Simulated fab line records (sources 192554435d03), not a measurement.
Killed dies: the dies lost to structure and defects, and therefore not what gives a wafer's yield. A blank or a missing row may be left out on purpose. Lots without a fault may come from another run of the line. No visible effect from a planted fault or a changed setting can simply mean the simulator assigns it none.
Which of the tools did it? | flow n5_finfet | 27 wafers from 9 lots sampled at 5 of the route's 1938 steps

WHAT THE GAUGES SHOWED, per wafer
N5_BEOL_M4_RC_MEAS_101.
lot  | measured     | on        | DIBL_N (mV/V)
L125 | day 8 07:41  | prober-02 | 32.6 32.3 32.3
L126 | day 8 16:58  | prober-02 | 35.0 33.2 33.3
L132 | day 11 02:29 | prober-02 | 36.2 40.1 39.7
L134 | day 11 15:45 | prober-01 | 36.1 35.3 37.2
L138 | day 12 22:51 | prober-01 | 33.0 36.1 35.6
L143 | day 13 08:12 | prober-02 | 36.1 35.3 33.6
L144 | day 14 05:52 | prober-01 | 37.9 37.1 40.2
L145 | day 14 01:46 | prober-02 | 36.8 33.8 34.3
L146 | day 14 14:23 | prober-01 | 36.8 37.2 36.1

EACH LOT AND THE TOOL THAT RAN IT (in order: tool; ch and the chambers of the sampled wafers; start)
lot  | N5_BEOL_M0_ETCH_138                | N5_BEOL_M0_TRENCH_ETCH_107         | N5_BEOL_M0_ALD_136                  | N5_BEOL_M0_SPUTTER_116
L125 | rie_diel-02 ch 0,2, day 6 04:59    | rie_diel-05 ch 2,3, day 6 08:26    | ald_metal-02 ch 0,2, day 6 09:33    | pvd_sputter-02, day 6 10:20
L126 | rie_diel-02 ch 0,1,2, day 6 12:07  | rie_diel-02 ch 0,1,3, day 6 16:26  | ald_metal-02 ch 0,2,3, day 6 17:49  | pvd_sputter-01, day 6 18:21
L132 | rie_diel-05 ch 2,3, day 7 23:11    | rie_diel-05 ch 2,3, day 7 23:57    | ald_metal-02 ch 1,3, day 8 01:09    | pvd_sputter-02, day 8 02:28
L134 | rie_diel-02 ch 0,1,2, day 8 11:04  | rie_diel-02 ch 2,3, day 8 12:06    | ald_metal-02 ch 0,2,3, day 8 12:58  | pvd_sputter-03, day 8 13:51
L138 | rie_diel-05 ch 0,1, day 9 15:31    | rie_diel-06 ch 0,1,2, day 9 16:07  | ald_metal-01 ch 2,3, day 9 16:52    | pvd_sputter-03, day 9 18:53
L143 | rie_diel-05 ch 1, day 10 20:38     | rie_diel-06 ch 0,1,2, day 11 02:04 | ald_metal-01 ch 0,1, day 11 02:37   | pvd_sputter-02, day 11 03:03
L144 | rie_diel-06 ch 0,2,3, day 11 04:55 | rie_diel-05 ch 0,2,3, day 11 07:02 | ald_metal-02 ch 1,2,3, day 11 07:51 | pvd_sputter-02, day 11 09:01
L145 | rie_diel-02 ch 0,2, day 11 05:43   | rie_diel-06 ch 0,1,3, day 11 07:05 | ald_metal-04 ch 0,1, day 11 07:44   | pvd_sputter-02, day 11 08:35
L146 | rie_diel-06 ch 0,1, day 11 11:29   | rie_diel-05 ch 1,2,3, day 11 13:04 | ald_metal-02 ch 2,3, day 11 14:01   | pvd_sputter-02, day 11 14:30
- N5_BEOL_M0_ETCH_138: etches SiCN in CH3F/O2, target depth 12 nm, time 31.6 s.
- N5_BEOL_M0_TRENCH_ETCH_107: etches SiOC in C4F6/O2, target depth 32.8 nm, time 16.4 s.
- N5_BEOL_M0_ALD_136: deposits TaN, pulse time 2 s, purge time 3 s, co reactant purge time 2 s.
- N5_BEOL_M0_SPUTTER_116: material Cu, target thk 4 nm, time 7.37 s.

THE ANSWER, worked out from the rows above alone
Rule: usual is defined by the lots themselves. Put in order of their means at a reading, lots are off if they are a third of the lots or fewer, leave a main group of 4 or more, and stand apart from it by a gap of 3 or more times the standard deviation of the main group's means; of several such gaps the widest counts. The tables above print the reading to a certain number of digits; a main group whose means all agree to those digits is not used. Also off: a lot with no number at a reading for which 4 or more lots have one. All remaining lots with rows at the step are treated as sound.
Across all readings shown, no lot is off: no conclusion can be drawn from this.

WHAT HAD BEEN PUT IN BY THE SIMULATOR
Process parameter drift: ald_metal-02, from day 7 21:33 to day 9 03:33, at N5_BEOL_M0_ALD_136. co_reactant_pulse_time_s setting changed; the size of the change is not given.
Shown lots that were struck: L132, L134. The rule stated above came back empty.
